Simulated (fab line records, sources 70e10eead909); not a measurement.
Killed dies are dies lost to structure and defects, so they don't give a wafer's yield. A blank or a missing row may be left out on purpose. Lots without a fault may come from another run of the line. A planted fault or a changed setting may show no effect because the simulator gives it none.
fab line records | flow nand_harc
record lots=12 wafers=36 last_day=24
route steps=1159 shown A_SOURCE_PLATE@423 A_ONON_D1@449 A_CHANNEL_HOLE_D1@465
lots that met no fault: from a run of the same line without faults
start_h: hours from the record's first day to the start of the lot's first wafer shown | wait_h: hours since the lot's step before | " the same as in the row above | L1.1+2: a row that stands for several wafers | - no value, or no start given | * or withheld: withheld | < > ~ a bound
route shown NAME@n: a module of which the file shows steps, and the number in the route of the first | usual: mean/standard deviation of fault-free wafers | same: alike in all rows | chamber/n: place in a boat | sites: the reading at each site | _std_site: their standard deviation | _edge_site: outer sites' mean less inner sites' | radius_mm: how far each site lies from the wafer's centre | mask NAME#n: copy n | behind: the tool/chamber that last shaped the wafer | hold: why the lot was held/for how many hours/how that ended | device: the transistor (n, p or np) that didn't switch | end of line: the same wafers' tests at the end of the route | a step without rows: its recipe alone | killed: dies lost to structure and defects at the first sort, not the wafer's yield | map: a wafer's dies, x killed, . not, _ none there
set.NAME: the setting as run; set.NAME@STEP: as run at that earlier step | model.NAME: the simulator's own value behind a step, which no gauge read
steps of the route over a sample of lots; a table a step, a row a wafer
services: from which hour (start_h, from the record's first day; less than 0 if before it) a tool's chamber was out of use, for how many hours, and why
## steps
# step NHARC_A_SOURCE_PLATE_INSPECT_08
# usual raw_defect_count=62/23
# columns lot.wafer tool chamber start_h wait_h raw_defect_count
L340.3 defect_inspect-01 - 158.21 0.0 43
L340.4 " - " " 39
L340.6 " - " " 23
L341.1 defect_inspect-02 - 167.60 0.0 40
L341.4 " - " " 123
L341.6 " - " " 60
L342.2 defect_inspect-01 - 167.60 0.0 134
L342.3 " - " " 88
L342.6 " - " " 54
L343.1 defect_inspect-02 - 177.38 0.0 55
L343.4 " - " " 116
L343.6 " - " " 49
L353.1 defect_inspect-01 - 231.02 0.0 50
L353.3 " - " " 42
L353.5 " - " " 33
L351.1 defect_inspect-02 - 252.44 0.0 66
L351.2 " - " " 55
L351.5 " - " " 97
L354.3 defect_inspect-01 - 252.44 0.0 41
L354.4 " - " " 101
L354.6 " - " " 60
L355.4 defect_inspect-02 - 260.13 0.0 53
L355.5 " - " " 35
L355.6 " - " " 37
L357.2 defect_inspect-01 - 260.14 0.0 67
L357.3 " - " " 80
L357.6 " - " " 63
L356.1 defect_inspect-02 - 260.17 0.0 75
L356.2 " - " " 61
L356.6 " - " " 48
L361.2 defect_inspect-01 - 284.49 0.0 83
L361.3 " - " " 67
L361.4 " - " " 64
L363.4 defect_inspect-01 - 295.14 0.0 44
L363.5 " - " " 39
L363.6 " - " " 67
# step NHARC_A_ONON_D1_INSPECT_32
# usual raw_defect_count=74/26
# columns lot.wafer tool chamber start_h wait_h raw_defect_count
L340.3 defect_inspect-02 - 171.16 0.1 50
L340.4 " - " " 45
L340.6 " - " " 32
L342.2 defect_inspect-01 - 181.16 0.0 137
L342.3 " - " " 89
L342.6 " - " " 67
L341.1 defect_inspect-02 - 181.42 0.0 46
L341.4 " - " " 127
L341.6 " - " " 67
L343.1 defect_inspect-01 - 192.52 0.0 95
L343.4 " - " " 131
L343.6 " - " " 57
L353.1 defect_inspect-01 - 243.80 0.0 62
L353.3 " - " " 57
L353.5 " - " " 42
L351.1 defect_inspect-01 - 267.51 0.0 76
L351.2 " - " " 61
L351.5 " - " " 105
L354.3 defect_inspect-02 - 267.58 0.0 50
L354.4 " - " " 110
L354.6 " - " " 67
L356.1 defect_inspect-02 - 275.42 0.0 81
L356.2 " - " " 61
L356.6 " - " " 46
L357.2 defect_inspect-01 - 275.44 0.0 72
L357.3 " - " " 85
L357.6 " - " " 68
L355.4 defect_inspect-02 - 275.74 0.0 64
L355.5 " - " " 47
L355.6 " - " " 41
L361.2 defect_inspect-02 - 297.78 0.0 94
L361.3 " - " " 75
L361.4 " - " " 75
L363.4 defect_inspect-01 - 308.48 0.0 54
L363.5 " - " " 44
L363.6 " - " " 89
# step NHARC_A_CHANNEL_HOLE_D1_DESCUM_15
# recipe time_s=3 o2_flow_sccm=200 ar_flow_sccm=0 bias_power_w=0 chemistry=O2
# usual drypump_motor_current_A=5.6/0.3 oes_product_au=0.999/0.01 rf_vpp_V=57.9/0.91 showerhead_plenum_p_Torr=1.94/0.081 throttle_valve_pct=11.311/0.01
# same bias_power_w=0
# columns lot.wafer tool chamber start_h wait_h drypump_motor_current_A oes_product_au rf_hours_counter_h rf_vpp_V showerhead_plenum_p_Torr throttle_valve_pct
L340.4 rie_diel-12 1 174.57 0.1 5.8 0.999 9 57.3 1.94 11.314
L340.3 " 2 " " 5.4 1.006 9 58.6 2.01 11.314
L340.6 " 2 " " 5.3 1.005 - 58.5 2.01 11.320
L342.3 rie_diel-12 1 185.94 0.1 5.8 1.009 10 55.9 1.93 11.327
L342.2 " 3 " " 5.2 1.013 9 58.3 1.92 11.302
L342.6 " 1 " " 5.8 1.014 - 57.6 1.93 11.316
L341.1 rie_diel-04 2 186.10 0.1 6.0 0.988 4 58.8 1.93 11.292
L341.4 " 0 " " 5.8 1.004 4 57.2 1.92 11.293
L341.6 " 3 " " 5.4 0.986 - 57.9 1.81 11.309
L343.4 rie_diel-12 1 195.50 0.1 5.8 1.000 10 59.6 1.93 11.313
L343.1 " 3 " " 5.2 1.003 10 58.6 1.92 11.316
L343.6 " 1 " " 5.8 0.998 - 57.9 1.94 11.306
L353.1 rie_diel-12 3 247.39 0.1 5.2 1.001 3 56.7 1.92 11.304
L353.3 " 0 " " 5.9 1.001 3 56.9 1.81 11.311
L353.5 " 1 " " 5.8 0.997 - 58.8 1.93 11.316
L351.2 rie_diel-12 0 271.83 0.1 5.9 0.996 4 58.4 1.81 11.318
L351.1 " 1 " " 5.8 0.988 3 57.8 1.93 11.304
L351.5 " 0 " " 5.9 0.992 - 58.2 1.81 11.295
L354.4 rie_diel-08 1 272.03 0.1 5.5 0.984 8 58.3 1.92 11.303
L354.3 " 0 " " 5.6 1.009 8 58.1 2.06 11.312
L354.6 " 1 " " 5.5 0.983 - 58.1 1.92 11.308
L357.2 rie_diel-08 1 278.34 0.1 5.6 0.987 9 57.2 1.92 11.300
L357.3 " 2 " " 5.3 1.011 9 56.3 1.85 11.318
L357.6 " 3 " " 6.0 0.994 - 59.4 2.03 11.313
L356.1 rie_diel-04 2 278.48 0.1 6.0 1.008 10 58.0 1.93 11.302
L356.2 " 0 " " 5.8 1.006 9 57.3 1.91 11.314
L356.6 " 1 " " 5.1 0.979 - 58.0 2.05 11.312
L355.4 rie_diel-08 3 279.51 0.1 6.0 0.988 10 56.5 2.03 11.325
L355.6 " 3 " " 6.0 0.995 - 58.2 2.03 11.305
L355.5 " 0 " " 5.6 1.016 - 57.0 2.06 11.321
L361.3 rie_diel-04 1 306.24 0.1 5.1 0.996 0 58.5 2.05 11.303
L361.4 " 2 " " 6.0 1.005 1 57.8 1.93 11.314
L361.2 " 0 " " 5.8 0.995 0 56.4 1.91 11.309
L363.4 rie_diel-04 3 313.34 0.1 5.4 1.001 1 57.6 1.81 11.318
L363.5 " 2 " " 6.0 0.995 - 57.4 1.92 11.320
L363.6 " 3 " " 5.4 1.006 - 59.2 1.81 11.313
# step NHARC_A_CHANNEL_HOLE_D1_ETCH_34
# recipe target_depth_a=1540 time_s=77 cf4_flow_sccm=100 chf3_flow_sccm=30 ar_flow_sccm=0 rf_w=500 bias_w=200 chemistry=CF4/CHF3
# usual cf4_flow_sccm=100.0/0.3 drypump_motor_current_A=5.59/0.29 oes_product_au=0.939/0.023 rf_vpp_V=371.0/2.2 showerhead_plenum_p_Torr=1.59/0.062 throttle_valve_pct=16.802/0.0094
# columns lot.wafer tool chamber start_h wait_h cf4_flow_sccm drypump_motor_current_A oes_product_au rf_hours_counter_h rf_vpp_V showerhead_plenum_p_Torr throttle_valve_pct
L340.4 rie_diel-12 0 175.00 - 100.1 5.92 0.988 9 368.4 1.50 16.806
L340.3 " 3 " " 99.8 5.20 0.981 9 369.6 1.58 16.803
L340.6 " 1 " " 100.1 5.80 0.965 - 371.1 1.59 16.802
L342.2 rie_diel-12 2 186.37 - 99.8 5.34 0.920 10 373.2 1.65 16.795
L342.3 " 0 " " 99.9 5.88 0.952 10 367.7 1.50 16.805
L342.6 " 2 " " 100.3 5.34 0.921 - 371.9 1.65 16.797
L341.4 rie_diel-04 3 186.53 - 100.0 5.39 0.923 4 368.6 1.49 16.808
L341.1 " 1 " " 99.9 5.12 0.910 4 374.4 1.68 16.815
L341.6 " 3 " " 99.6 5.40 0.922 - 368.2 1.49 16.810
L343.4 rie_diel-12 0 195.93 - 100.2 5.90 0.944 10 367.6 1.50 16.802
L343.1 " 1 " " 100.2 5.81 0.926 11 369.8 1.59 16.803
L343.6 " 1 " " 100.1 5.82 0.937 - 370.2 1.59 16.806
L353.3 rie_diel-12 0 247.80 - 100.3 5.91 1.270 3 367.6 1.50 16.796
L353.1 " 2 " " 100.1 5.31 1.246 3 374.9 1.65 16.794
L353.5 " 1 " " 100.0 5.80 1.229 - 370.8 1.59 16.796
L351.1 rie_diel-12 2 272.26 - 100.1 5.33 1.166 4 373.3 1.64 16.813
L351.2 " 3 " " 100.3 5.22 1.164 4 370.7 1.57 16.794
L351.5 " 3 " " 99.5 5.20 1.187 - 369.2 1.57 16.811
L354.4 rie_diel-08 2 272.46 - 100.1 5.31 0.933 8 368.2 1.52 16.794
L354.3 " 0 " " 100.1 5.60 0.932 8 374.7 1.69 16.801
L354.6 " 2 " " 100.1 5.30 0.930 - 369.1 1.52 16.804
L357.2 rie_diel-08 3 278.76 - 99.8 5.96 0.936 9 372.8 1.66 16.799
L357.3 " 1 " " 100.1 5.55 0.911 9 371.4 1.58 16.818
L357.6 " 3 " " 100.0 5.99 0.921 - 373.0 1.66 16.789
L356.1 rie_diel-04 2 278.99 - 100.4 5.98 0.930 11 371.8 1.58 16.793
L356.2 " 0 " " 100.8 5.78 0.929 9 371.4 1.57 16.792
L356.6 " 0 " " 100.6 5.81 0.929 - 371.0 1.57 16.800
L355.4 rie_diel-08 0 279.96 - 100.0 5.59 0.946 9 373.4 1.69 16.811
L355.5 " 1 " " 100.0 5.59 0.914 - 371.1 1.58 16.814
L355.6 " 2 " " 99.6 5.29 0.931 - 368.4 1.52 16.820
L361.3 rie_diel-04 0 306.67 - 99.9 5.79 0.959 0 369.5 1.57 16.796
L361.2 " 2 " " 99.9 5.98 0.965 1 369.8 1.58 16.795
L361.4 " 3 " " 100.3 5.38 0.976 1 366.3 1.49 16.797
L363.4 rie_diel-04 3 313.76 - 100.1 5.40 0.957 1 365.8 1.49 16.823
L363.5 " 3 " " 99.7 5.39 0.970 - 368.6 1.49 16.802
L363.6 " 0 " " 99.5 5.78 0.980 - 371.2 1.57 16.790
## services
# columns tool chamber start_h hours kind
rie_diel-04 - 155.73 1.1 repair
rie_diel-12 0 157.18 - clean
rie_diel-12 1 157.18 - clean
rie_diel-12 2 157.18 - clean
rie_diel-12 3 157.18 - clean
rie_diel-08 - 171.33 1.3 repair
rie_diel-12 0 181.68 - clean
rie_diel-12 1 181.68 - clean
rie_diel-12 2 181.68 - clean
rie_diel-12 3 181.68 - clean
rie_diel-08 1 191.92 3.4 repair
rie_diel-12 - 202.40 9.0 pm
rie_diel-12 0 202.40 9.0 vent_cycle
rie_diel-12 1 202.40 11.1 vent_cycle
rie_diel-12 2 202.40 9.0 vent_cycle
rie_diel-12 3 202.40 9.0 vent_cycle
rie_diel-04 2 208.75 4.9 repair
rie_diel-12 0 211.40 - clean
rie_diel-12 2 211.40 - clean
rie_diel-08 0 225.39 8.6 repair
rie_diel-08 0 251.58 8.4 repair
rie_diel-04 3 275.71 4.1 repair
rie_diel-04 - 288.90 9.0 pm
rie_diel-08 - 301.80 9.0 pm
## key
first_sign step=NHARC_A_CHANNEL_HOLE_D1_ETCH_34 reading=oes_product_au direction=up sigmas=12 usual=0.939 struck=1.210
effect none on later readings
met_at NHARC_A_CHANNEL_HOLE_D1_ETCH_34
struck_lots L351,L353
tester_left_out L351,L353
not_acting_at NHARC_A_SOURCE_PLATE_INSPECT_08,NHARC_A_ONON_D1_INSPECT_32,NHARC_A_CHANNEL_HOLE_D1_DESCUM_15
onset_between 195.93 247.80
fault kind=process_parameter_drift tool=rie_diel-12 chamber=- onset_h=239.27 steps=NHARC_A_CHANNEL_HOLE_D1_ETCH_34 channel=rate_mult offset=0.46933 shape=step end_h=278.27
# tester_left_out: of these lots the tester's yield and bins aren't shown, on N5 and GAA mostly nor the transistor test; their killed dies are dies lost to structure and defects alone, not to doping, threshold or leakage, so they don't give the yield
